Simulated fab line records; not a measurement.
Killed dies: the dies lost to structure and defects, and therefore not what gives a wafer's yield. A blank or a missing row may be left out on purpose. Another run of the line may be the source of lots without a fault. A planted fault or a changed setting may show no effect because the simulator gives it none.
Which of the tools did it? || flow n5_finfet || 23 lots, 69 wafers sampled, at 3 steps of a route of 1938

WHAT THE GAUGES SHOWED, per wafer
N5_SDB_INSPECT_13: inspects for defects (brightfield). Usual: raw_defect_count reads 68 (standard deviation 30).
{"lot": "L074", "measured": "day 3 20:11", "on": "defect_inspect-01", "raw_defect_count": "53 51 48", "flag": ""}
{"lot": "L075", "measured": "day 3 23:54", "on": "defect_inspect-02", "raw_defect_count": "44 96 57", "flag": ""}
{"lot": "L076", "measured": "day 4 07:35", "on": "defect_inspect-02", "raw_defect_count": "92 133 177", "flag": ""}
{"lot": "L077", "measured": "day 4 13:39", "on": "defect_inspect-02", "raw_defect_count": "118 138 98", "flag": ""}
{"lot": "L078", "measured": "day 4 16:29", "on": "defect_inspect-01", "raw_defect_count": "77 29 45", "flag": ""}
{"lot": "L080", "measured": "day 5 08:11", "on": "defect_inspect-01", "raw_defect_count": "38 83 54", "flag": ""}
{"lot": "L081", "measured": "day 5 13:55", "on": "defect_inspect-01", "raw_defect_count": "44 47 95", "flag": ""}
{"lot": "L082", "measured": "day 5 21:16", "on": "defect_inspect-02", "raw_defect_count": "93 109 86", "flag": ""}
{"lot": "L083", "measured": "day 6 02:19", "on": "defect_inspect-01", "raw_defect_count": "24 47 109", "flag": ""}
{"lot": "L084", "measured": "day 6 10:05", "on": "defect_inspect-02", "raw_defect_count": "60 34 20", "flag": ""}
{"lot": "L085", "measured": "day 6 14:20", "on": "defect_inspect-01", "raw_defect_count": "34 42 41", "flag": ""}
{"lot": "L086", "measured": "day 6 16:31", "on": "defect_inspect-02", "raw_defect_count": "103 58 40", "flag": ""}
{"lot": "L087", "measured": "day 7 02:08", "on": "defect_inspect-02", "raw_defect_count": "35 54 53", "flag": ""}
{"lot": "L088", "measured": "day 7 08:07", "on": "defect_inspect-01", "raw_defect_count": "53 65 80", "flag": ""}
{"lot": "L089", "measured": "day 7 14:09", "on": "defect_inspect-02", "raw_defect_count": "103 51 31", "flag": ""}
{"lot": "L090", "measured": "day 7 19:59", "on": "defect_inspect-02", "raw_defect_count": "64 58 74", "flag": ""}
{"lot": "L091", "measured": "day 7 22:36", "on": "defect_inspect-01", "raw_defect_count": "79 47 52", "flag": ""}
{"lot": "L092", "measured": "day 8 06:01", "on": "defect_inspect-02", "raw_defect_count": "39 74 59", "flag": ""}
{"lot": "L093", "measured": "day 8 11:47", "on": "defect_inspect-02", "raw_defect_count": "36 35 71", "flag": ""}
{"lot": "L094", "measured": "day 8 19:15", "on": "defect_inspect-02", "raw_defect_count": "64 31 98", "flag": ""}
{"lot": "L095", "measured": "day 8 23:31", "on": "defect_inspect-02", "raw_defect_count": "51 89 100", "flag": ""}
{"lot": "L096", "measured": "day 9 06:26", "on": "defect_inspect-02", "raw_defect_count": "43 28 48", "flag": ""}
{"lot": "L097", "measured": "day 9 14:40", "on": "defect_inspect-01", "raw_defect_count": "44 42 116", "flag": ""}

TOOL THAT RAN EACH LOT (tool first, then ch and the chambers of the sampled wafers, then the start)
{"lot": "L074", "N5_ILD0_CMP_03": "cmp-04 ch 2,3, day 3 15:47", "N5_SDB_HM_DEP_00": "pecvd-02 ch 0,1,2, day 3 19:41"}
{"lot": "L075", "N5_ILD0_CMP_03": "cmp-01 ch 0,3, day 3 19:28", "N5_SDB_HM_DEP_00": "pecvd-01 ch 1,2, day 3 23:23"}
{"lot": "L076", "N5_ILD0_CMP_03": "cmp-01 ch 0,1, day 4 03:11", "N5_SDB_HM_DEP_00": "pecvd-02 ch 0,1, day 4 07:04"}
{"lot": "L077", "N5_ILD0_CMP_03": "cmp-04 ch 2,3, day 4 09:14", "N5_SDB_HM_DEP_00": "pecvd-01 ch 0,1,2, day 4 13:08"}
{"lot": "L078", "N5_ILD0_CMP_03": "cmp-01 ch 1,2,3, day 4 12:07", "N5_SDB_HM_DEP_00": "pecvd-01 ch 0,1,2, day 4 15:58"}
{"lot": "L080", "N5_ILD0_CMP_03": "cmp-01 ch 0,1,2, day 5 02:04", "N5_SDB_HM_DEP_00": "pecvd-02 ch 1,2, day 5 07:41"}
{"lot": "L081", "N5_ILD0_CMP_03": "cmp-01 ch 1,2, day 5 08:19", "N5_SDB_HM_DEP_00": "pecvd-04 ch 0,1,2, day 5 13:32"}
{"lot": "L082", "N5_ILD0_CMP_03": "cmp-01 ch 0,1, day 5 16:44", "N5_SDB_HM_DEP_00": "pecvd-04 ch 1,2, day 5 20:45"}
{"lot": "L083", "N5_ILD0_CMP_03": "cmp-02 ch 0,1,3, day 5 21:26", "N5_SDB_HM_DEP_00": "pecvd-01 ch 0,1,2, day 6 01:49"}
{"lot": "L084", "N5_ILD0_CMP_03": "cmp-01 ch 0,1,2, day 6 05:35", "N5_SDB_HM_DEP_00": "pecvd-04 ch 0,1, day 6 09:35"}
{"lot": "L085", "N5_ILD0_CMP_03": "cmp-04 ch 1,2, day 6 09:41", "N5_SDB_HM_DEP_00": "pecvd-02 ch 1,2, day 6 13:50"}
{"lot": "L086", "N5_ILD0_CMP_03": "cmp-01 ch 0,1,2, day 6 11:45", "N5_SDB_HM_DEP_00": "pecvd-04 ch 0,1,2, day 6 16:00"}
{"lot": "L087", "N5_ILD0_CMP_03": "cmp-02 ch 0,3, day 6 21:29", "N5_SDB_HM_DEP_00": "pecvd-01 ch 1,2, day 7 01:37"}
{"lot": "L088", "N5_ILD0_CMP_03": "cmp-01 ch 1,2,3, day 7 03:41", "N5_SDB_HM_DEP_00": "pecvd-04 ch 0,1,2, day 7 07:35"}
{"lot": "L089", "N5_ILD0_CMP_03": "cmp-01 ch 1,2,3, day 7 09:42", "N5_SDB_HM_DEP_00": "pecvd-04 ch 0,1, day 7 13:39"}
{"lot": "L090", "N5_ILD0_CMP_03": "cmp-04 ch 0,1, day 7 15:26", "N5_SDB_HM_DEP_00": "pecvd-02 ch 0,1,2, day 7 19:30"}
{"lot": "L091", "N5_ILD0_CMP_03": "cmp-01 ch 0,1,2, day 7 18:12", "N5_SDB_HM_DEP_00": "pecvd-01 ch 0,2, day 7 22:05"}
{"lot": "L092", "N5_ILD0_CMP_03": "cmp-02 ch 0,1,2, day 8 01:41", "N5_SDB_HM_DEP_00": "pecvd-04 ch 0,1,2, day 8 05:32"}
{"lot": "L093", "N5_ILD0_CMP_03": "cmp-04 ch 0,2, day 8 07:29", "N5_SDB_HM_DEP_00": "pecvd-02 ch 0,2, day 8 11:24"}
{"lot": "L094", "N5_ILD0_CMP_03": "cmp-04 ch 0,1,3, day 8 14:39", "N5_SDB_HM_DEP_00": "pecvd-01 ch 0,1,2, day 8 18:44"}
{"lot": "L095", "N5_ILD0_CMP_03": "cmp-02 ch 1,3, day 8 19:04", "N5_SDB_HM_DEP_00": "pecvd-04 ch 0,1,2, day 8 23:01"}
{"lot": "L096", "N5_ILD0_CMP_03": "cmp-01 ch 0,3, day 9 02:02", "N5_SDB_HM_DEP_00": "pecvd-01 ch 0,1,2, day 9 05:56"}
{"lot": "L097", "N5_ILD0_CMP_03": "cmp-02 ch 0,2,3, day 9 10:10", "N5_SDB_HM_DEP_00": "pecvd-01 ch 1,2, day 9 14:09"}
- N5_ILD0_CMP_03: polishes, stops on SiNx, t overpolish 1.9 s, target thk 197.38 nm.
- N5_SDB_HM_DEP_00: deposits SiNx from SiH4/NH3/N2, target thk 40 nm, time 35.3 s.

AS READ BY THE TOOLS THEMSELVES (means over the sampled wafers that have a number; for cases with no such wafer, the mark the record gives instead)
N5_ILD0_CMP_03. Usual: motor_current_A 12.1 A, standard deviation 0.88; overpolish_run_s 1.900 s, standard deviation 0.008; slurry_filter_dp_kPa 13.49 kPa, standard deviation 0.12; time_to_endpoint_s 70 s, standard deviation 4.
{"lot": "L074", "tool": "cmp-04", "motor_current_A (A)": 11.5, "overpolish_run_s (s)": 1.900, "slurry_filter_dp_kPa (kPa)": 13.51, "time_to_endpoint_s (s)": 76, "flag": ""}
{"lot": "L075", "tool": "cmp-01", "motor_current_A (A)": 11.8, "overpolish_run_s (s)": 1.902, "slurry_filter_dp_kPa (kPa)": 13.50, "time_to_endpoint_s (s)": 65, "flag": ""}
{"lot": "L076", "tool": "cmp-01", "motor_current_A (A)": 11.9, "overpolish_run_s (s)": 1.902, "slurry_filter_dp_kPa (kPa)": 13.52, "time_to_endpoint_s (s)": 67, "flag": ""}
{"lot": "L077", "tool": "cmp-04", "motor_current_A (A)": 12.1, "overpolish_run_s (s)": 1.910, "slurry_filter_dp_kPa (kPa)": 13.59, "time_to_endpoint_s (s)": 71, "flag": ""}
{"lot": "L078", "tool": "cmp-01", "motor_current_A (A)": 12.5, "overpolish_run_s (s)": 1.900, "slurry_filter_dp_kPa (kPa)": 13.43, "time_to_endpoint_s (s)": 68, "flag": ""}
{"lot": "L080", "tool": "cmp-01", "motor_current_A (A)": 12.6, "overpolish_run_s (s)": 1.896, "slurry_filter_dp_kPa (kPa)": 13.53, "time_to_endpoint_s (s)": 70, "flag": ""}
{"lot": "L081", "tool": "cmp-01", "motor_current_A (A)": 13.0, "overpolish_run_s (s)": 1.900, "slurry_filter_dp_kPa (kPa)": 13.44, "time_to_endpoint_s (s)": 67, "flag": ""}
{"lot": "L082", "tool": "cmp-01", "motor_current_A (A)": 12.0, "overpolish_run_s (s)": 1.905, "slurry_filter_dp_kPa (kPa)": 13.59, "time_to_endpoint_s (s)": 67, "flag": ""}
{"lot": "L083", "tool": "cmp-02", "motor_current_A (A)": 12.0, "overpolish_run_s (s)": 1.899, "slurry_filter_dp_kPa (kPa)": 13.42, "time_to_endpoint_s (s)": 75, "flag": ""}
{"lot": "L084", "tool": "cmp-01", "motor_current_A (A)": 12.8, "overpolish_run_s (s)": 1.897, "slurry_filter_dp_kPa (kPa)": 13.51, "time_to_endpoint_s (s)": 68, "flag": ""}
{"lot": "L085", "tool": "cmp-04", "motor_current_A (A)": 11.0, "overpolish_run_s (s)": 1.901, "slurry_filter_dp_kPa (kPa)": 13.51, "time_to_endpoint_s (s)": 73, "flag": ""}
{"lot": "L086", "tool": "cmp-01", "motor_current_A (A)": 12.8, "overpolish_run_s (s)": 1.896, "slurry_filter_dp_kPa (kPa)": 13.44, "time_to_endpoint_s (s)": 70, "flag": ""}
{"lot": "L087", "tool": "cmp-02", "motor_current_A (A)": 11.5, "overpolish_run_s (s)": 1.906, "slurry_filter_dp_kPa (kPa)": 13.45, "time_to_endpoint_s (s)": 68, "flag": ""}
{"lot": "L088", "tool": "cmp-01", "motor_current_A (A)": 12.5, "overpolish_run_s (s)": 1.895, "slurry_filter_dp_kPa (kPa)": 13.43, "time_to_endpoint_s (s)": 66, "flag": ""}
{"lot": "L089", "tool": "cmp-01", "motor_current_A (A)": 12.5, "overpolish_run_s (s)": 1.895, "slurry_filter_dp_kPa (kPa)": 13.44, "time_to_endpoint_s (s)": 72, "flag": ""}
{"lot": "L090", "tool": "cmp-04", "motor_current_A (A)": 11.5, "overpolish_run_s (s)": 1.904, "slurry_filter_dp_kPa (kPa)": 13.58, "time_to_endpoint_s (s)": 73, "flag": ""}
{"lot": "L091", "tool": "cmp-01", "motor_current_A (A)": 12.6, "overpolish_run_s (s)": 1.898, "slurry_filter_dp_kPa (kPa)": 13.52, "time_to_endpoint_s (s)": 66, "flag": ""}
{"lot": "L092", "tool": "cmp-02", "motor_current_A (A)": 12.0, "overpolish_run_s (s)": 1.903, "slurry_filter_dp_kPa (kPa)": 13.46, "time_to_endpoint_s (s)": 74, "flag": ""}
{"lot": "L093", "tool": "cmp-04", "motor_current_A (A)": 11.4, "overpolish_run_s (s)": 1.908, "slurry_filter_dp_kPa (kPa)": 13.53, "time_to_endpoint_s (s)": 73, "flag": ""}
{"lot": "L094", "tool": "cmp-04", "motor_current_A (A)": 12.4, "overpolish_run_s (s)": 1.910, "slurry_filter_dp_kPa (kPa)": 13.51, "time_to_endpoint_s (s)": 73, "flag": ""}
{"lot": "L095", "tool": "cmp-02", "motor_current_A (A)": 11.8, "overpolish_run_s (s)": 1.897, "slurry_filter_dp_kPa (kPa)": 13.49, "time_to_endpoint_s (s)": 77, "flag": ""}
{"lot": "L096", "tool": "cmp-01", "motor_current_A (A)": 11.5, "overpolish_run_s (s)": 1.893, "slurry_filter_dp_kPa (kPa)": 13.48, "time_to_endpoint_s (s)": 66, "flag": ""}
{"lot": "L097", "tool": "cmp-02", "motor_current_A (A)": 11.9, "overpolish_run_s (s)": 1.901, "slurry_filter_dp_kPa (kPa)": 13.49, "time_to_endpoint_s (s)": 74, "flag": ""}

N5_SDB_HM_DEP_00. Usual: heater_power_w 739 W, standard deviation 95; showerhead_plenum_p_Torr 5.16 Torr, standard deviation 0.072; susceptor_temp_C 400.03 C, standard deviation 0.23; throttle_valve_pct 39.2 %, standard deviation 1.6.
{"lot": "L074", "tool": "pecvd-02", "heater_power_w (W)": 809, "showerhead_plenum_p_Torr (Torr)": 5.15, "susceptor_temp_C (C)": 399.93, "throttle_valve_pct (%)": 38.7, "flag": ""}
{"lot": "L075", "tool": "pecvd-01", "heater_power_w (W)": 654, "showerhead_plenum_p_Torr (Torr)": 5.07, "susceptor_temp_C (C)": 400.26, "throttle_valve_pct (%)": 39.1, "flag": ""}
{"lot": "L076", "tool": "pecvd-02", "heater_power_w (W)": 732, "showerhead_plenum_p_Torr (Torr)": 5.13, "susceptor_temp_C (C)": 399.76, "throttle_valve_pct (%)": 39.3, "flag": ""}
{"lot": "L077", "tool": "pecvd-01", "heater_power_w (W)": 716, "showerhead_plenum_p_Torr (Torr)": 5.14, "susceptor_temp_C (C)": 399.93, "throttle_valve_pct (%)": 38.4, "flag": ""}
{"lot": "L078", "tool": "pecvd-01", "heater_power_w (W)": 769, "showerhead_plenum_p_Torr (Torr)": 5.14, "susceptor_temp_C (C)": 399.96, "throttle_valve_pct (%)": 38.4, "flag": ""}
{"lot": "L080", "tool": "pecvd-02", "heater_power_w (W)": 900, "showerhead_plenum_p_Torr (Torr)": 5.17, "susceptor_temp_C (C)": 399.83, "throttle_valve_pct (%)": 38.3, "flag": ""}
{"lot": "L081", "tool": "pecvd-04", "heater_power_w (W)": 697, "showerhead_plenum_p_Torr (Torr)": 5.20, "susceptor_temp_C (C)": 400.08, "throttle_valve_pct (%)": 40.0, "flag": ""}
{"lot": "L082", "tool": "pecvd-04", "heater_power_w (W)": 720, "showerhead_plenum_p_Torr (Torr)": 5.15, "susceptor_temp_C (C)": 399.82, "throttle_valve_pct (%)": 39.9, "flag": ""}
{"lot": "L083", "tool": "pecvd-01", "heater_power_w (W)": 769, "showerhead_plenum_p_Torr (Torr)": 5.13, "susceptor_temp_C (C)": 400.06, "throttle_valve_pct (%)": 38.5, "flag": ""}
{"lot": "L084", "tool": "pecvd-04", "heater_power_w (W)": 612, "showerhead_plenum_p_Torr (Torr)": 5.21, "susceptor_temp_C (C)": 400.13, "throttle_valve_pct (%)": 40.9, "flag": ""}
{"lot": "L085", "tool": "pecvd-02", "heater_power_w (W)": 820, "showerhead_plenum_p_Torr (Torr)": 5.16, "susceptor_temp_C (C)": 400.11, "throttle_valve_pct (%)": 38.7, "flag": ""}
{"lot": "L086", "tool": "pecvd-04", "heater_power_w (W)": 688, "showerhead_plenum_p_Torr (Torr)": 5.19, "susceptor_temp_C (C)": 399.84, "throttle_valve_pct (%)": 40.0, "flag": ""}
{"lot": "L087", "tool": "pecvd-01", "heater_power_w (W)": 744, "showerhead_plenum_p_Torr (Torr)": 5.08, "susceptor_temp_C (C)": 400.16, "throttle_valve_pct (%)": 40.0, "flag": ""}
{"lot": "L088", "tool": "pecvd-04", "heater_power_w (W)": 670, "showerhead_plenum_p_Torr (Torr)": 5.19, "susceptor_temp_C (C)": 400.08, "throttle_valve_pct (%)": 40.0, "flag": ""}
{"lot": "L089", "tool": "pecvd-04", "heater_power_w (W)": 600, "showerhead_plenum_p_Torr (Torr)": 5.21, "susceptor_temp_C (C)": 400.12, "throttle_valve_pct (%)": 41.1, "flag": ""}
{"lot": "L090", "tool": "pecvd-02", "heater_power_w (W)": 841, "showerhead_plenum_p_Torr (Torr)": 5.15, "susceptor_temp_C (C)": 400.10, "throttle_valve_pct (%)": 38.9, "flag": ""}
{"lot": "L091", "tool": "pecvd-01", "heater_power_w (W)": 742, "showerhead_plenum_p_Torr (Torr)": 5.13, "susceptor_temp_C (C)": 400.12, "throttle_valve_pct (%)": 37.7, "flag": ""}
{"lot": "L092", "tool": "pecvd-04", "heater_power_w (W)": 640, "showerhead_plenum_p_Torr (Torr)": 5.19, "susceptor_temp_C (C)": 400.09, "throttle_valve_pct (%)": 40.2, "flag": ""}
{"lot": "L093", "tool": "pecvd-02", "heater_power_w (W)": 813, "showerhead_plenum_p_Torr (Torr)": 5.15, "susceptor_temp_C (C)": 399.91, "throttle_valve_pct (%)": 39.2, "flag": ""}
{"lot": "L094", "tool": "pecvd-01", "heater_power_w (W)": 738, "showerhead_plenum_p_Torr (Torr)": 5.13, "susceptor_temp_C (C)": 400.11, "throttle_valve_pct (%)": 38.4, "flag": ""}
{"lot": "L095", "tool": "pecvd-04", "heater_power_w (W)": 687, "showerhead_plenum_p_Torr (Torr)": 5.20, "susceptor_temp_C (C)": 400.19, "throttle_valve_pct (%)": 40.3, "flag": ""}
{"lot": "L096", "tool": "pecvd-01", "heater_power_w (W)": 774, "showerhead_plenum_p_Torr (Torr)": 5.14, "susceptor_temp_C (C)": 400.15, "throttle_valve_pct (%)": 38.6, "flag": ""}
{"lot": "L097", "tool": "pecvd-01", "heater_power_w (W)": 713, "showerhead_plenum_p_Torr (Torr)": 5.08, "susceptor_temp_C (C)": 400.09, "throttle_valve_pct (%)": 40.0, "flag": ""}

THE ANSWER, worked out from the rows above alone
Rule: take the mean of a lot's wafers that have a number; if it is more than 3 standard deviations from the usual mean, the lot is off. Also off: a lot with no number at a reading for which 4 or more lots have one. Any other lot the step has rows for is counted as sound. After the gauges, taken in route order, come the tools' own readings; for these a lot's mean is taken, as printed above. At the first step where some lot is off, the reading lying furthest off is the one used; lots without a number count as furthest.
No lot is off at any reading shown: from this, nothing can be told.

WHAT THE SIMULATOR PUT IN
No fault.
